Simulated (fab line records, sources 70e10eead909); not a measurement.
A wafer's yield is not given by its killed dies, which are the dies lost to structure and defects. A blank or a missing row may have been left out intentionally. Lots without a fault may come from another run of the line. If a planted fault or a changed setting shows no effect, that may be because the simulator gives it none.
fab line records ; flow nandHarc
record lots=24; wafers=72; lastDay=32
route steps=1302 shown P_GATE@187 P_CONTACT@217 P_M0@265 P_M1@317
lots that met no fault: taken from a fault-free run of the same line
startH: hours from the record's opening day to when the first of the lot's shown wafers began ; waitH: time in hours since the lot's previous step ; " as in the row above ; L1.1+2: one row covering several wafers at once ; - value missing, or start not given ; * or withheld: withheld ; < > ~ a bound
route shown NAME@n: NAME is a module with steps in the file, n the number in the route of the first one ; usual: mean and standard deviation over wafers with no fault ; same: alike in all rows ; chamber/n: place in a boat ; sites: each site's reading ; _std_site: standard deviation of those values ; _edge_site: outer sites' mean less inner sites' ; radiusMm: for every site, how far away it sits from the centre of the wafer ; mask NAME#n: copy n ; behind: the last tool/chamber to shape the wafer ; hold: why the lot was held/for how many hours/how that ended ; device: names the non-switching transistor (n, p or np) ; end of line: the same wafers' tests at the end of the route ; a step with no rows: only its recipe ; killed: not the wafer's yield, but the dies lost to structure and defects at the first sort ; map: a wafer's dies, marking killed ones x, the rest . and places with no die _
set.NAME: the setting that was run; set.NAME@STEP: the one run at that earlier step ; model.NAME: the simulator's own value behind a step, which no gauge read
route steps across a sampled set of lots; one table per step, one row per wafer
services: when a tool's chamber went out of use (startH, in hours from the record's first day, below 0 if earlier), for how many hours, and the reason
## steps
# step NHARC_P_GATE_DESCUM_61
# recipe timeS=3; o2FlowSccm=200; arFlowSccm=0; biasPowerW=0; chemistry=O2
# usual drypumpMotorCurrentA=5.8/0.42; oesProductAu=1.004/0.012; rfVppV=58.0/0.85; showerheadPlenumPTorr=1.96/0.088; throttleValvePct=11.311/0.01
lot.wafer;tool;chamber;startH;waitH;drypumpMotorCurrentA;oesProductAu;rfHoursCounterH;rfVppV;showerheadPlenumPTorr;throttleValvePct
L074.2;rieDiel-05;2;111.45;-;6.3;0.991;5;56.4;2.05;11.311
L074.1;rieDiel-05;0;111.45;-;5.1;0.994;5;57.1;2.02;11.309
L074.6;rieDiel-05;3;111.45;-;6.3;1.010;-;59.3;2.03;11.325
L075.1;rieDiel-05;3;126.01;-;6.3;1.021;6;57.9;2.03;11.315
L075.5;rieDiel-05;0;126.01;-;5.1;0.988;-;57.6;2.02;11.316
L075.4;rieDiel-05;2;126.01;-;6.3;1.005;-;59.3;2.05;11.321
L076.1;rieDiel-05;3;128.55;-;6.3;1.025;6;57.5;2.03;11.315
L076.4;rieDiel-05;2;128.55;-;6.3;0.991;-;55.8;2.05;11.308
L076.5;rieDiel-05;3;128.55;-;6.3;1.016;-;58.9;2.03;11.296
L077.4;rieDiel-01;2;138.99;-;5.4;0.996;5;59.3;2.00;11.311
L077.2;rieDiel-01;3;138.99;-;6.0;1.001;5;57.3;1.81;11.294
L077.5;rieDiel-01;1;138.99;-;5.7;1.004;-;57.5;2.02;11.328
L078.1;rieDiel-13;2;153.87;-;5.7;1.019;10;58.6;2.00;11.310
L078.2;rieDiel-13;0;153.87;-;5.8;0.987;11;57.3;1.85;11.320
L078.6;rieDiel-13;2;153.87;-;5.7;1.008;-;58.3;2.00;11.329
L079.2;rieDiel-01;1;159.04;-;5.7;1.003;7;58.0;2.02;11.307
L079.4;rieDiel-01;2;159.04;-;5.3;0.986;6;59.6;2.00;11.315
L079.5;rieDiel-01;1;159.04;-;5.7;1.002;-;57.1;2.02;11.318
L080.1;rieDiel-05;3;170.51;-;6.3;1.010;11;58.5;2.03;11.320
L080.2;rieDiel-05;2;170.51;-;6.3;0.983;11;58.1;2.05;11.325
L080.6;rieDiel-05;0;170.51;-;5.1;1.005;-;58.8;2.02;11.304
L081.1;rieDiel-05;3;178.41;-;6.3;1.010;11;57.2;2.03;11.310
L081.5;rieDiel-05;2;178.41;-;6.2;0.986;-;58.1;2.05;11.332
L081.4;rieDiel-05;3;178.41;-;6.3;1.005;-;57.8;2.03;11.312
L082.3;rieDiel-05;1;193.00;-;6.3;1.030;0;57.8;1.93;11.308
L082.5;rieDiel-05;1;193.00;-;6.3;1.029;-;57.9;1.93;11.313
L082.4;rieDiel-05;0;193.00;-;5.1;1.011;-;58.2;2.02;11.298
L083.3;rieDiel-01;0;201.42;-;5.5;1.003;9;57.9;1.84;11.303
L083.4;rieDiel-01;1;201.42;-;5.7;0.991;9;57.9;2.02;11.313
L083.6;rieDiel-01;2;201.42;-;5.4;1.001;-;57.9;2.00;11.304
L084.1;rieDiel-05;2;215.05;-;6.3;1.003;12;57.7;2.05;11.306
L084.5;rieDiel-05;0;215.05;-;5.1;0.999;-;57.2;2.02;11.296
L084.4;rieDiel-05;2;215.05;-;6.3;0.991;-;58.7;2.05;11.299
L085.3;rieDiel-01;2;221.11;-;5.4;1.000;0;58.4;2.00;11.313
L085.2;rieDiel-01;0;221.11;-;5.5;1.018;0;58.2;1.84;11.300
L085.6;rieDiel-01;2;221.11;-;5.3;1.006;-;58.4;2.00;11.317
L086.1;rieDiel-01;3;233.96;-;6.0;1.001;2;56.7;1.80;11.331
L086.4;rieDiel-01;0;233.96;-;5.5;1.004;1;56.9;1.84;11.300
L086.3;rieDiel-01;1;233.96;-;5.7;1.011;2;56.2;2.02;11.300
L087.2;rieDiel-13;1;237.53;-;6.0;1.022;6;57.8;1.94;11.319
L087.1;rieDiel-13;3;237.53;-;5.5;0.988;5;55.7;1.79;11.307
L087.3;rieDiel-13;0;237.53;-;5.8;1.003;5;56.7;1.85;11.321
L089.4;rieDiel-13;1;259.34;-;6.0;0.995;7;57.6;1.94;11.305
L089.2;rieDiel-13;0;259.34;-;5.8;0.996;7;57.3;1.85;11.314
L089.5;rieDiel-13;1;259.34;-;6.0;1.007;-;58.1;1.94;11.305
L088.2;rieDiel-13;2;262.39;-;5.7;1.006;7;59.5;2.00;11.301
L088.5;rieDiel-13;0;262.39;-;5.8;0.996;-;58.1;1.84;11.322
L088.6;rieDiel-13;1;262.39;-;6.0;1.008;-;58.4;1.94;11.304
L090.2;rieDiel-13;2;272.73;-;5.7;0.999;7;58.2;2.00;11.319
L090.4;rieDiel-13;3;272.73;-;5.5;0.975;7;58.1;1.79;11.309
L090.5;rieDiel-13;2;272.73;-;5.7;1.004;-;58.5;2.00;11.322
L091.4;rieDiel-01;2;277.67;-;5.3;1.006;5;59.4;1.99;11.314
L091.3;rieDiel-01;3;277.67;-;6.0;0.998;5;56.9;1.80;11.316
L091.2;rieDiel-01;0;277.67;-;5.5;1.017;4;58.3;1.84;11.319
L092.2;rieDiel-01;0;289.98;-;5.5;1.022;5;58.4;1.84;11.307
L092.4;rieDiel-01;1;289.98;-;5.7;1.009;5;57.0;2.02;11.323
L092.6;rieDiel-01;0;289.98;-;5.5;1.013;-;57.5;1.84;11.323
L093.2;rieDiel-05;2;301.03;-;6.3;1.004;3;57.7;2.05;11.293
L093.1;rieDiel-05;0;301.03;-;5.1;0.995;1;58.1;2.02;11.324
L093.5;rieDiel-05;1;301.03;-;6.3;1.022;-;56.3;1.93;11.299
L094.3;rieDiel-05;0;307.30;-;5.1;0.989;1;58.0;2.02;11.312
L094.2;rieDiel-05;1;307.30;-;6.3;1.016;3;57.1;1.93;11.308
L094.1;rieDiel-05;2;307.30;-;6.3;1.004;3;58.6;2.05;11.337
L095.2;rieDiel-01;2;319.86;-;5.4;1.013;8;57.0;1.99;11.307
L095.1;rieDiel-01;3;319.86;-;6.0;1.007;9;57.9;1.80;11.319
L095.6;rieDiel-01;2;319.86;-;5.4;1.010;-;59.2;1.99;11.301
L096.4;rieDiel-05;0;329.82;-;5.1;0.997;2;57.6;2.02;11.304
L096.1;rieDiel-05;1;329.82;-;6.3;1.030;3;58.7;1.93;11.301
L096.6;rieDiel-05;2;329.82;-;6.3;1.012;-;59.2;2.05;11.312
L097.1;rieDiel-01;1;337.18;-;5.7;1.014;7;58.6;2.02;11.312
L097.3;rieDiel-01;2;337.18;-;5.4;1.003;8;58.6;1.99;11.331
L097.5;rieDiel-01;0;337.18;-;5.5;1.027;-;57.5;1.84;11.298
# step NHARC_P_CONTACT_DEP_30
# recipe targetThkA=300; tempC=400; targetThkNm=30; flowSccm=200; rfW=450; material=SiNx
# usual heaterPowerW=738/75
lot.wafer;tool;chamber;startH;waitH;heaterPowerW
L074.1;pecvd-01;0;116.16;0.1;674
L074.2;pecvd-01;2;116.16;0.1;840
L074.6;pecvd-01;0;116.16;0.1;648
L075.1;pecvd-04;0;130.58;0.1;851
L075.5;pecvd-04;1;130.58;0.1;703
L075.4;pecvd-04;2;130.58;0.1;768
L076.1;pecvd-03;2;133.34;0.1;817
L076.4;pecvd-03;1;133.34;0.1;755
L076.5;pecvd-03;2;133.34;0.1;856
L077.2;pecvd-04;0;143.77;0.1;927
L077.4;pecvd-04;1;143.77;0.1;639
L077.5;pecvd-04;2;143.77;0.1;774
L078.2;pecvd-03;2;158.47;0.1;771
L078.1;pecvd-03;0;158.47;0.1;757
L078.6;pecvd-03;2;158.47;0.1;767
L079.2;pecvd-03;1;163.62;0.1;762
L079.4;pecvd-03;0;163.62;0.1;755
L079.5;pecvd-03;2;163.62;0.1;787
L080.2;pecvd-04;1;175.44;0.1;649
L080.1;pecvd-04;2;175.44;0.1;689
L080.6;pecvd-04;0;175.44;0.1;960
L081.1;pecvd-03;0;183.30;0.1;700
L081.5;pecvd-03;2;183.30;0.1;778
L081.4;pecvd-03;1;183.30;0.1;752
L082.3;pecvd-01;1;197.77;0.2;689
L082.4;pecvd-01;2;197.77;0.2;761
L082.5;pecvd-01;1;197.77;0.2;710
L083.3;pecvd-03;1;205.98;0.1;716
L083.6;pecvd-03;2;205.98;0.1;787
L083.4;pecvd-03;0;205.98;0.1;725
L084.1;pecvd-03;2;219.64;0.1;736
L084.4;pecvd-03;1;219.64;0.1;734
L084.5;pecvd-03;0;219.64;0.1;748
L085.2;pecvd-03;1;225.73;0.1;688
L085.3;pecvd-03;0;225.73;0.1;749
L085.6;pecvd-03;0;225.73;0.1;774
L086.1;pecvd-04;1;238.54;0.1;675
L086.3;pecvd-04;2;238.54;0.1;719
L086.4;pecvd-04;1;238.54;0.1;708
L087.2;pecvd-04;1;242.26;0.1;603
L087.3;pecvd-04;2;242.26;0.1;793
L087.1;pecvd-04;0;242.26;0.1;859
L089.2;pecvd-01;2;263.92;0.1;793
L089.4;pecvd-01;2;263.92;0.1;811
L089.5;pecvd-01;0;263.92;0.1;656
L088.2;pecvd-03;2;267.05;0.1;746
L088.6;pecvd-03;2;267.05;0.1;744
L088.5;pecvd-03;1;267.05;0.1;681
L090.2;pecvd-01;0;277.44;0.1;639
L090.5;pecvd-01;2;277.44;0.1;727
L090.4;pecvd-01;1;277.44;0.1;742
L091.2;pecvd-01;1;282.24;0.1;669
L091.3;pecvd-01;2;282.24;0.1;726
L091.4;pecvd-01;0;282.24;0.1;746
L092.2;pecvd-01;1;294.58;0.1;646
L092.6;pecvd-01;0;294.58;0.1;744
L092.4;pecvd-01;2;294.58;0.1;809
L093.2;pecvd-03;0;305.60;0.1;763
L093.1;pecvd-03;2;305.60;0.1;782
L093.5;pecvd-03;0;305.60;0.1;746
L094.3;pecvd-03;2;312.13;0.2;758
L094.1;pecvd-03;0;312.13;0.2;611
L094.2;pecvd-03;1;312.13;0.2;724
L095.2;pecvd-03;0;324.66;0.1;730
L095.1;pecvd-03;2;324.66;0.1;740
L095.6;pecvd-03;0;324.66;0.1;710
L096.1;pecvd-04;1;334.61;0.1;629
L096.4;pecvd-04;1;334.61;0.1;586
L096.6;pecvd-04;2;334.61;0.1;749
L097.3;pecvd-01;0;342.11;0.1;587
L097.1;pecvd-01;2;342.11;0.1;849
L097.5;pecvd-01;0;342.11;0.1;602
# step NHARC_P_CONTACT_ETCH_31
# recipe targetDepthA=300; timeS=85.7; ionEnergyEv=120; overEtchFrac=1; ch3fFlowSccm=50; o2FlowSccm=30; arFlowSccm=200; rfW=500; biasW=100; chemistry=CH3F/O2
# usual drypumpMotorCurrentA=5.6/0.4; oesProductAu=0.980/0.016; rfVppV=245.1/1.6; showerheadPlenumPTorr=2.51/0.1; throttleValvePct=20.663/0.0091
lot.wafer;tool;chamber;startH;waitH;drypumpMotorCurrentA;oesProductAu;rfHoursCounterH;rfVppV;showerheadPlenumPTorr;throttleValvePct
L074.1;rieDiel-09;2;-;-;6.3;0.984;9.7;243.6;2.36;20.648
L074.2;rieDiel-09;3;-;-;5.8;0.971;8.3;246.0;2.58;20.674
L074.6;rieDiel-09;1;-;-;6.1;0.959;-;244.6;2.44;20.655
L075.4;rieDiel-12;0;-;-;5.3;0.959;0.7;245.0;2.55;20.670
L075.1;rieDiel-12;1;-;-;5.7;0.975;0.7;247.4;2.62;20.658
L075.5;rieDiel-12;3;-;-;5.7;0.976;-;245.4;2.57;20.677
L076.1;rieDiel-12;0;-;-;5.3;0.967;1.0;245.3;2.55;20.657
L076.4;rieDiel-12;2;-;-;5.0;1.010;1.2;246.0;2.55;20.672
L076.5;rieDiel-12;0;-;-;5.3;0.964;-;245.1;2.55;20.664
L077.4;rieDiel-02;2;-;-;6.0;0.977;2.7;243.3;2.36;20.668
L077.2;rieDiel-02;3;-;-;6.1;0.971;2.5;248.5;2.61;20.657
L077.5;rieDiel-02;0;-;-;6.0;0.988;-;245.6;2.56;20.667
L078.1;rieDiel-12;3;-;-;5.7;0.979;2.2;246.1;2.56;20.654
L078.2;rieDiel-12;1;-;-;5.7;1.005;2.0;247.6;2.62;20.660
L078.6;rieDiel-12;3;-;-;5.7;0.977;-;245.8;2.57;20.680
L079.4;rieDiel-02;1;-;-;5.8;0.997;3.4;243.0;2.35;20.665
L079.2;rieDiel-02;0;-;-;6.0;0.985;3.7;246.1;2.56;20.671
L079.5;rieDiel-02;1;-;-;5.8;1.000;-;243.5;2.35;20.655
L080.2;rieDiel-12;2;-;-;5.0;0.975;2.8;245.2;2.55;20.661
L080.1;rieDiel-12;3;-;-;5.7;0.946;2.7;246.6;2.57;20.665
L080.6;rieDiel-12;2;-;-;4.9;0.978;-;245.8;2.55;20.674
L081.4;rieDiel-12;1;-;-;5.7;0.995;3.0;246.6;2.62;20.659
L081.1;rieDiel-12;2;-;-;5.0;0.990;3.2;245.2;2.55;20.659
L081.5;rieDiel-12;0;-;-;5.3;0.973;-;245.2;2.55;20.652
L082.4;rieDiel-12;2;-;-;5.0;0.973;3.6;247.0;2.55;20.664
L082.3;rieDiel-12;1;-;-;5.7;0.968;3.5;246.7;2.62;20.667
L082.5;rieDiel-12;3;-;-;5.7;0.949;-;246.5;2.56;20.649
L083.4;rieDiel-12;0;-;-;5.3;0.988;3.8;245.6;2.55;20.633
L083.3;rieDiel-12;2;-;-;5.0;0.995;4.0;246.2;2.55;20.672
L083.6;rieDiel-12;0;-;-;5.3;0.993;-;245.5;2.55;20.662
L084.4;rieDiel-12;2;-;-;5.0;0.994;4.4;244.2;2.55;20.655
L084.1;rieDiel-12;3;-;-;5.8;0.979;4.6;244.8;2.56;20.671
L084.5;rieDiel-12;2;-;-;5.0;1.001;-;246.1;2.55;20.655
L085.3;rieDiel-09;3;-;-;5.7;0.958;2.3;245.2;2.58;20.661
L085.2;rieDiel-09;1;-;-;6.1;0.946;3.2;243.7;2.44;20.665
L085.6;rieDiel-09;3;-;-;5.8;0.955;-;245.6;2.58;20.665
L086.3;rieDiel-02;1;-;-;5.8;0.997;0.5;242.2;2.35;20.673
L086.1;rieDiel-02;3;-;-;6.1;0.972;0.5;247.6;2.61;20.661
L086.4;rieDiel-02;0;-;-;6.0;0.978;0.4;246.2;2.56;20.671
L087.2;rieDiel-12;1;-;-;5.7;1.005;5.2;246.8;2.62;20.654
L087.1;rieDiel-12;2;-;-;5.0;1.002;5.1;245.5;2.55;20.676
L087.3;rieDiel-12;3;-;-;5.7;0.966;5.3;246.5;2.56;20.661
L089.4;rieDiel-12;2;-;-;5.0;1.008;5.7;245.9;2.55;20.649
L089.2;rieDiel-12;3;-;-;5.7;0.970;5.8;245.8;2.56;20.670
L089.5;rieDiel-12;1;-;-;5.7;1.002;-;246.9;2.62;20.661
L088.2;rieDiel-09;0;-;-;5.0;0.978;4.6;242.1;2.37;20.655
L088.6;rieDiel-09;0;-;-;5.0;0.981;-;242.5;2.37;20.659
L088.5;rieDiel-09;1;-;-;6.1;0.988;-;244.3;2.44;20.662
L090.2;rieDiel-12;1;-;-;5.7;0.995;0.3;246.2;2.62;20.654
L090.4;rieDiel-12;3;-;-;5.7;0.976;0.3;247.1;2.56;20.673
L090.5;rieDiel-12;1;-;-;5.7;0.988;-;245.9;2.62;20.662
L091.3;rieDiel-02;3;-;-;6.1;0.958;1.7;246.8;2.61;20.666
L091.2;rieDiel-02;0;-;-;6.0;0.951;1.4;245.9;2.56;20.663
L091.4;rieDiel-02;2;-;-;6.0;0.975;1.8;242.4;2.36;20.658
L092.2;rieDiel-02;2;-;-;6.0;0.981;2.6;241.9;2.36;20.676
L092.4;rieDiel-02;0;-;-;6.0;0.980;2.3;245.5;2.56;20.656
L092.6;rieDiel-02;2;-;-;6.0;0.997;-;242.6;2.36;20.662
L093.1;rieDiel-09;3;-;-;5.8;0.982;6.5;245.0;2.58;20.667
L093.2;rieDiel-09;2;-;-;6.3;0.979;7.1;243.0;2.35;20.667
L093.5;rieDiel-09;3;-;-;5.8;0.999;-;245.2;2.58;20.678
L094.1;rieDiel-02;0;-;-;6.0;0.963;3.1;245.7;2.56;20.648
L094.2;rieDiel-02;1;-;-;5.8;1.003;2.9;241.5;2.35;20.678
L094.3;rieDiel-02;2;-;-;6.0;0.965;3.1;243.6;2.36;20.673
L095.2;rieDiel-02;3;-;-;6.1;0.959;3.9;245.0;2.61;20.657
L095.1;rieDiel-02;0;-;-;6.0;0.932;3.6;247.4;2.56;20.667
L095.6;rieDiel-02;0;-;-;6.0;0.929;-;245.8;2.56;20.651
L096.1;rieDiel-02;2;-;-;6.0;0.988;4.2;244.1;2.36;20.669
L096.4;rieDiel-02;3;-;-;6.1;0.988;4.3;247.1;2.61;20.660
L096.6;rieDiel-02;2;-;-;6.0;0.992;-;244.3;2.36;20.676
L097.1;rieDiel-09;3;-;-;5.8;0.978;1.2;247.2;2.58;20.650
L097.3;rieDiel-09;1;-;-;6.1;1.012;1.1;245.1;2.44;20.663
L097.5;rieDiel-09;3;-;-;5.7;0.978;-;245.0;2.58;20.659
# step NHARC_P_CONTACT_CD_MEAS_19
# usual cdNm=87.8/2.1
lot.wafer;tool;chamber;startH;waitH;cdNm
L074.1;cdSem-03;-;118.64;-;89.9
L074.2;cdSem-03;-;118.64;-;91.1
L074.6;cdSem-03;-;118.64;-;85.6
L075.1;cdSem-01;-;133.06;-;86.6
L075.4;cdSem-01;-;133.06;-;85.8
L075.5;cdSem-01;-;133.06;-;84.4
L076.1;cdSem-02;-;135.77;-;91.6
L076.4;cdSem-02;-;135.77;-;88.7
L076.5;cdSem-02;-;135.77;-;88.3
L077.2;cdSem-02;-;146.37;-;91.6
L077.4;cdSem-02;-;146.37;-;91.5
L077.5;cdSem-02;-;146.37;-;87.8
L078.1;cdSem-02;-;161.09;-;89.6
L078.2;cdSem-02;-;161.09;-;89.3
L078.6;cdSem-02;-;161.09;-;88.5
L079.2;cdSem-02;-;166.06;-;88.4
L079.4;cdSem-02;-;166.06;-;87.8
L079.5;cdSem-02;-;166.06;-;88.2
L080.1;cdSem-01;-;178.04;-;85.6
L080.2;cdSem-01;-;178.04;-;88.8
L080.6;cdSem-01;-;178.04;-;85.7
L081.1;cdSem-03;-;185.85;-;88.3
L081.4;cdSem-03;-;185.85;-;85.4
L081.5;cdSem-03;-;185.85;-;87.3
L082.3;cdSem-02;-;200.30;-;82.9
L082.4;cdSem-02;-;200.30;-;89.0
L082.5;cdSem-02;-;200.30;-;88.9
L083.3;cdSem-03;-;208.58;-;85.1
L083.4;cdSem-03;-;208.58;-;88.3
L083.6;cdSem-03;-;208.58;-;82.1
L084.1;cdSem-02;-;222.21;-;83.4
L084.4;cdSem-02;-;222.21;-;86.0
L084.5;cdSem-02;-;222.21;-;87.9
L085.2;cdSem-01;-;228.38;-;86.4
L085.3;cdSem-01;-;228.38;-;87.0
L085.6;cdSem-01;-;228.38;-;87.9
L086.1;cdSem-02;-;241.14;-;83.2
L086.3;cdSem-02;-;241.14;-;87.1
L086.4;cdSem-02;-;241.14;-;86.1
L087.1;cdSem-02;-;244.85;-;85.5
L087.2;cdSem-02;-;244.85;-;84.8
L087.3;cdSem-02;-;244.85;-;86.1
L089.2;cdSem-03;-;266.51;-;86.9
L089.4;cdSem-03;-;266.51;-;82.5
L089.5;cdSem-03;-;266.51;-;85.7
L088.2;cdSem-02;-;269.65;-;88.1
L088.5;cdSem-02;-;269.65;-;87.9
L088.6;cdSem-02;-;269.65;-;88.6
L090.2;cdSem-02;-;279.88;-;88.6
L090.4;cdSem-02;-;279.88;-;88.4
L090.5;cdSem-02;-;279.88;-;87.7
L091.2;cdSem-01;-;284.84;-;88.1
L091.3;cdSem-01;-;284.84;-;85.5
L091.4;cdSem-01;-;284.84;-;89.1
L092.2;cdSem-03;-;297.16;-;87.3
L092.4;cdSem-03;-;297.16;-;91.0
L092.6;cdSem-03;-;297.16;-;89.9
L093.1;cdSem-02;-;308.21;-;90.4
L093.2;cdSem-02;-;308.21;-;87.5
L093.5;cdSem-02;-;308.21;-;90.0
L094.1;cdSem-02;-;314.73;-;88.4
L094.2;cdSem-02;-;314.73;-;86.7
L094.3;cdSem-02;-;314.73;-;90.4
L095.1;cdSem-02;-;327.73;-;89.0
L095.2;cdSem-02;-;327.73;-;86.1
L095.6;cdSem-02;-;327.73;-;88.5
L096.1;cdSem-01;-;337.45;-;89.6
L096.4;cdSem-01;-;337.45;-;87.0
L096.6;cdSem-01;-;337.45;-;86.7
L097.1;cdSem-01;-;344.71;-;89.2
L097.3;cdSem-01;-;344.71;-;88.2
L097.5;cdSem-01;-;344.71;-;86.4
# step NHARC_P_M0_INSPECT_11
# usual rawDefectCount=4.8/2.8
lot.wafer;tool;chamber;startH;waitH;rawDefectCount
L074.1;defectInspect-01;-;121.91;0.0;11
L074.2;defectInspect-01;-;121.91;0.0;4
L074.6;defectInspect-01;-;121.91;0.0;10
L075.1;defectInspect-02;-;136.29;0.0;2
L075.4;defectInspect-02;-;136.29;0.0;2
L075.5;defectInspect-02;-;136.29;0.0;3
L076.1;defectInspect-01;-;139.00;0.0;1
L076.4;defectInspect-01;-;139.00;0.0;6
L076.5;defectInspect-01;-;139.00;0.0;3
L077.2;defectInspect-01;-;149.60;0.0;1
L077.4;defectInspect-01;-;149.60;0.0;2
L077.5;defectInspect-01;-;149.60;0.0;1
L078.1;defectInspect-02;-;164.89;0.0;4
L078.2;defectInspect-02;-;164.89;0.0;2
L078.6;defectInspect-02;-;164.89;0.0;4
L079.2;defectInspect-02;-;169.94;0.0;5
L079.4;defectInspect-02;-;169.94;0.0;9
L079.5;defectInspect-02;-;169.94;0.0;3
L080.1;defectInspect-02;-;181.28;0.0;4
L080.2;defectInspect-02;-;181.28;0.0;4
L080.6;defectInspect-02;-;181.28;0.0;2
L081.1;defectInspect-02;-;189.27;0.0;4
L081.4;defectInspect-02;-;189.27;0.0;5
L081.5;defectInspect-02;-;189.27;0.0;4
L082.3;defectInspect-02;-;203.57;0.0;10
L082.4;defectInspect-02;-;203.57;0.0;8
L082.5;defectInspect-02;-;203.57;0.0;9
L083.3;defectInspect-01;-;211.84;0.0;2
L083.4;defectInspect-01;-;211.84;0.0;3
L083.6;defectInspect-01;-;211.84;0.0;4
L084.1;defectInspect-01;-;225.58;0.1;3
L084.4;defectInspect-01;-;225.58;0.1;2
L084.5;defectInspect-01;-;225.58;0.1;3
L085.2;defectInspect-02;-;231.64;0.0;6
L085.3;defectInspect-02;-;231.64;0.0;9
L085.6;defectInspect-02;-;231.64;0.0;3
L086.1;defectInspect-02;-;244.37;0.0;6
L086.3;defectInspect-02;-;244.37;0.0;9
L086.4;defectInspect-02;-;244.37;0.0;3
L087.1;defectInspect-02;-;247.95;0.0;7
L087.2;defectInspect-02;-;247.95;0.0;2
L087.3;defectInspect-02;-;247.95;0.0;8
L089.2;defectInspect-02;-;269.61;0.0;4
L089.4;defectInspect-02;-;269.61;0.0;4
L089.5;defectInspect-02;-;269.61;0.0;3
L088.2;defectInspect-01;-;272.77;0.0;3
L088.5;defectInspect-01;-;272.77;0.0;3
L088.6;defectInspect-01;-;272.77;0.0;4
L090.2;defectInspect-01;-;283.14;0.0;9
L090.4;defectInspect-01;-;283.14;0.0;7
L090.5;defectInspect-01;-;283.14;0.0;5
L091.2;defectInspect-01;-;287.96;0.0;3
L091.3;defectInspect-01;-;287.96;0.0;1
L091.4;defectInspect-01;-;287.96;0.0;1
L092.2;defectInspect-01;-;300.40;0.0;7
L092.4;defectInspect-01;-;300.40;0.0;8
L092.6;defectInspect-01;-;300.40;0.0;6
L093.1;defectInspect-01;-;311.45;0.0;5
L093.2;defectInspect-01;-;311.45;0.0;5
L093.5;defectInspect-01;-;311.45;0.0;4
L094.1;defectInspect-01;-;318.38;0.0;4
L094.2;defectInspect-01;-;318.38;0.0;2
L094.3;defectInspect-01;-;318.38;0.0;3
L095.1;defectInspect-01;-;330.96;0.0;3
L095.2;defectInspect-01;-;330.96;0.0;3
L095.6;defectInspect-01;-;330.96;0.0;4
L096.1;defectInspect-02;-;340.69;0.0;12
L096.4;defectInspect-02;-;340.69;0.0;8
L096.6;defectInspect-02;-;340.69;0.0;6
L097.1;defectInspect-01;-;347.95;0.0;9
L097.3;defectInspect-01;-;347.95;0.0;1
L097.5;defectInspect-01;-;347.95;0.0;10
# step NHARC_P_M1_DEP_33
# recipe targetThkA=300; tempC=370; targetThkNm=30; pressureTorr=3; flowSccm=200; rfW=450; material=SiCN
# usual heaterPowerW=604/73
lot.wafer;tool;chamber;startH;waitH;heaterPowerW
L074.1;pecvd-04;0;128.92;0.1;826
L074.2;pecvd-04;1;128.92;0.1;570
L074.6;pecvd-04;0;128.92;0.1;818
L075.1;pecvd-01;0;143.22;0.1;558
L075.4;pecvd-01;0;143.22;0.1;562
L075.5;pecvd-01;2;143.22;0.1;636
L076.1;pecvd-04;0;146.09;0.1;697
L076.4;pecvd-04;1;146.09;0.1;509
L076.5;pecvd-04;0;146.09;0.1;680
L077.2;pecvd-01;0;156.55;0.1;542
L077.4;pecvd-01;1;156.55;0.1;552
L077.5;pecvd-01;2;156.55;0.1;658
L078.1;pecvd-01;0;171.66;0.1;561
L078.2;pecvd-01;1;171.66;0.1;605
L078.6;pecvd-01;0;171.66;0.1;581
L079.2;pecvd-04;0;176.82;0.1;741
L079.4;pecvd-04;2;176.82;0.1;650
L079.5;pecvd-04;1;176.82;0.1;563
L080.1;pecvd-04;2;188.24;0.1;587
L080.2;pecvd-04;0;188.24;0.1;740
L080.6;pecvd-04;2;188.24;0.1;599
L081.1;pecvd-01;0;196.04;0.1;519
L081.4;pecvd-01;2;196.04;0.1;598
L081.5;pecvd-01;0;196.04;0.1;530
L082.3;pecvd-01;1;210.34;0.1;556
L082.4;pecvd-01;0;210.34;0.1;599
L082.5;pecvd-01;1;210.34;0.1;561
L083.3;pecvd-01;1;218.89;0.1;558
L083.6;pecvd-01;2;218.89;0.1;663
L083.4;pecvd-01;0;218.89;0.1;562
L084.1;pecvd-04;2;232.46;0.1;553
L084.5;pecvd-04;2;232.46;0.1;551
L084.4;pecvd-04;1;232.46;0.1;587
L085.3;pecvd-01;0;238.69;0.1;594
L085.2;pecvd-01;1;238.69;0.1;578
L085.6;pecvd-01;0;238.69;0.1;594
L086.3;pecvd-02;1;251.37;0.1;660
L086.1;pecvd-02;0;251.37;0.1;600
L086.4;pecvd-02;0;251.37;0.1;610
L087.2;pecvd-04;2;255.17;0.1;579
L087.3;pecvd-04;0;255.17;0.1;777
L087.1;pecvd-04;1;255.17;0.1;526
L089.2;pecvd-02;1;276.34;0.1;567
L089.5;pecvd-02;2;276.34;0.1;671
L089.4;pecvd-02;0;276.34;0.1;602
L088.2;pecvd-01;1;279.59;0.1;576
L088.5;pecvd-01;1;279.59;0.1;585
L088.6;pecvd-01;2;279.59;0.1;663
L090.2;pecvd-04;1;289.94;0.1;544
L090.4;pecvd-04;2;289.94;0.1;566
L090.5;pecvd-04;1;289.94;0.1;565
L091.3;pecvd-04;1;295.00;0.1;543
L091.2;pecvd-04;2;295.00;0.1;538
L091.4;pecvd-04;0;295.00;0.1;753
L092.2;pecvd-01;2;307.49;0.1;617
L092.4;pecvd-01;1;307.49;0.1;510
L092.6;pecvd-01;2;307.49;0.1;617
L093.2;pecvd-02;1;318.39;0.1;569
L093.1;pecvd-02;0;318.39;0.1;590
L093.5;pecvd-02;1;318.39;0.1;561
L094.3;pecvd-02;2;325.20;0.1;598
L094.2;pecvd-02;0;325.20;0.1;610
L094.1;pecvd-02;1;325.20;0.1;565
L095.1;pecvd-04;2;337.91;0.1;576
L095.2;pecvd-04;1;337.91;0.1;475
L095.6;pecvd-04;1;337.91;0.1;488
L096.1;pecvd-04;0;347.74;0.1;751
L096.6;pecvd-04;1;347.74;0.1;565
L096.4;pecvd-04;2;347.74;0.1;507
L097.3;pecvd-01;2;354.70;0.1;702
L097.1;pecvd-01;1;354.70;0.1;599
L097.5;pecvd-01;2;354.70;0.1;698
## services
tool;chamber;startH;hours;kind
pecvd-04;-;88.04;13.0;pm
rieDiel-12;-;91.40;9.0;pm
rieDiel-02;-;95.56;4.4;repair
pecvd-01;-;130.00;13.0;pm
pecvd-03;1;139.28;5.9;repair
pecvd-01;-;152.84;1.4;repair
rieDiel-12;0;160.49;7.1;repair
rieDiel-12;3;164.04;5.3;repair
pecvd-03;-;185.16;13.0;pm
rieDiel-05;2;187.13;9.8;repair
rieDiel-12;2;191.35;4.6;repair
rieDiel-12;1;191.55;3.9;repair
pecvd-04;2;194.46;7.9;repair
rieDiel-01;-;203.82;9.0;pm
rieDiel-05;1;206.05;36.7;repair
pecvd-03;2;220.22;5.7;repair
rieDiel-05;-;229.60;9.0;pm
rieDiel-05;0;242.34;10.0;repair
rieDiel-12;-;268.40;9.0;pm
pecvd-04;-;269.04;13.0;pm
rieDiel-05;0;292.45;5.7;repair
rieDiel-05;0;309.99;12.3;repair
pecvd-01;-;311.23;13.0;pm
pecvd-04;0;324.58;17.6;repair
## key
fault none
